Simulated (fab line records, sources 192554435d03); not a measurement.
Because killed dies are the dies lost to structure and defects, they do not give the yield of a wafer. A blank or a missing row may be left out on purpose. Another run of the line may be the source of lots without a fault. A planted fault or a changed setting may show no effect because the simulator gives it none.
Which tool is to blame?    flow n5Finfet    33 wafers from 11 lots sampled at 4 of the route's 1938 steps

WHAT THE GAUGES SHOWED, per wafer
N5_PASSIVATION_OVL_MEAS_66.
lot   measured      on          PASS_OPEN_OVL (nm)
L954  day 11 21:10  overlay-01  10 4 1
L956  day 12 17:25  overlay-01  6 8 3
L958  day 12 23:22  overlay-01  -4 -3 -5
L960  day 13 10:37  overlay-02  8 7 10
L961  day 13 18:47  overlay-01  3 3 9
L964  day 14 10:38  overlay-01  6 4 1
L965  day 15 09:28  overlay-02  3 1 4
L971  day 16 23:42  overlay-01  -6 -1 0
L974  day 17 19:28  overlay-02  12 4 8
L976  day 18 11:33  overlay-01  15 12 16
L977  day 18 22:06  overlay-01  7 5 15

EACH LOT AND THE TOOL THAT RAN IT (in order: tool; ch and the chambers of the sampled wafers; start)
lot   N5_BEOL_M11_SPUTTER_48       N5_PASSIVATION_AL_DEP_21     N5_PASSIVATION_ETCH_59
L954  pvdSputter-02, day 10 05:29  pvdSputter-01, day 11 18:53  rieMetal-02 ch 0,1, day 11 19:58
L956  pvdSputter-01, day 10 19:41  pvdSputter-03, day 12 15:04  rieMetal-01 ch 0,1, day 12 16:07
L958  pvdSputter-01, day 11 04:28  pvdSputter-03, day 12 20:56  rieMetal-02 ch 0,1, day 12 21:58
L960  pvdSputter-03, day 11 21:17  pvdSputter-03, day 13 08:13  rieMetal-01 ch 0,1, day 13 09:16
L961  pvdSputter-03, day 12 07:36  pvdSputter-03, day 13 16:17  rieMetal-03 ch 0,1, day 13 17:27
L964  pvdSputter-03, day 12 20:22  pvdSputter-01, day 14 07:10  rieMetal-02 ch 0,1, day 14 08:54
L965  pvdSputter-03, day 13 17:40  pvdSputter-01, day 15 06:48  rieMetal-03 ch 0,1, day 15 07:58
L971  pvdSputter-02, day 15 06:13  pvdSputter-01, day 16 21:10  rieMetal-03 ch 0,1, day 16 22:23
L974  pvdSputter-01, day 16 02:26  pvdSputter-01, day 17 16:52  rieMetal-01 ch 1, day 17 18:02
L976  pvdSputter-03, day 16 20:34  pvdSputter-01, day 18 09:10  rieMetal-01 ch 1, day 18 10:12
L977  pvdSputter-01, day 17 09:29  pvdSputter-03, day 18 19:52  rieMetal-02 ch 0,1, day 18 20:55
- N5_BEOL_M11_SPUTTER_48: material Cu, target thk 12 nm, time 2 s.
- N5_PASSIVATION_AL_DEP_21: deposits Al, target thk 2800 nm, time 170 s.
- N5_PASSIVATION_ETCH_59: etches TaN in Cl2/BCl3, target depth 65 nm, time 34.9 s.

THE ANSWER, worked out from the rows above alone
Rule: the usual values come from the lots themselves. The widest of any qualifying gaps counts: lots, ordered by their means at a reading, are off when they make up no more than a third of the lots, leave a main group of 4 or more, and stand apart from it by 3 or more times the standard deviation of that group's means. A main group whose means are all the same, to the digits that the tables above print for the reading, isn't used. A lot without any number at a reading at which 4 lots or more have one is off too. All remaining lots with rows at the step are treated as sound.
Across all readings shown, no lot is off: no conclusion can be drawn from this.

WHAT HAD BEEN PUT IN BY THE SIMULATOR
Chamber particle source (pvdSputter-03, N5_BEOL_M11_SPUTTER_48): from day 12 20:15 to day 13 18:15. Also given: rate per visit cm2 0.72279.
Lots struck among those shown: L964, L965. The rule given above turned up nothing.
